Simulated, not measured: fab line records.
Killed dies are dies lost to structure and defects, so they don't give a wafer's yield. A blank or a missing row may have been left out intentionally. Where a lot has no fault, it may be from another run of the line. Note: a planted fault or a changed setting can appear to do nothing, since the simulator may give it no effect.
Matching of chambers ; flow nand-harc ; NHARC_P_BONDPAD_CMP_19 on cmp-04: 4 sister chambers
The step polishes, t overpolish 30 s, cu recess touch 16 s, target thk 160.81 nm. 14 wafers are shown with their chamber, then 7 later ones without.

== WAFERS, EACH WITH ITS CHAMBER ==
wafer;chamber;motor-current-A (A);overpolish-run-s (s)
L256.3;1;14.4;29.974
L256.4;3;11.1;29.994
L256.5;2;13.4;30.001
L258.1;2;12.9;30.018
L258.4;0;11.6;30.000
L258.5;0;11.6;29.991
L267.4;2;12.8;30.007
L267.5;3;10.2;29.993
L267.6;0;11.6;30.005
L271.2;2;12.8;30.009
L271.4;0;11.4;30.003
L271.6;1;14.4;29.999
L275.4;1;13.8;29.986
L275.5;1;14.6;30.012

SIGNATURES (averages over the wafers above)
reading;chamber 0;chamber 1;chamber 2;chamber 3;scatter within a chamber
motor-current-A;11.550;14.300;12.975;10.650;0.323
overpolish-run-s;29.99975;29.99275;30.00875;29.99350;0.0103
Rule: a wafer's distance from a chamber is the root of the sum, over the readings, of the square of ((its reading less the chamber's mean) divided by the reading's scatter). If the next closest chamber is less than 2 further off than the closest, the wafer can't be placed; otherwise it belongs to the closest. The scatter: take each reading less its chamber's mean, square it, sum over the shown wafers, divide by the number of wafers less the number of chambers, and take the root.

== WAFERS WHOSE CHAMBER IS MISSING ==
wafer;motor-current-A (A);overpolish-run-s (s)
L275.6;12.5;30.003
L278.1;12.0;30.004
L278.2;11.5;29.997
L278.5;11.0;29.985
L279.1;11.3;30.005
L279.3;12.7;29.994
L279.4;12.2;29.999

== EACH ONE'S CHAMBER ==
wafer;from the rows above;in truth
L275.6;can't be placed: 2 or 0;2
L278.1;can't be placed: 0 or 2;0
L278.2;0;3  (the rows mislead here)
L278.5;can't be placed: 3 or 0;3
L279.1;can't be placed: 0 or 3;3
L279.3;can't be placed: 2 or 0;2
L279.4;can't be placed: 0 or 2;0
Correctly placed: 0 of 7. Unplaceable from these rows: 6, with the true chamber sitting among the candidates in 6. Number placed wrongly: 1.
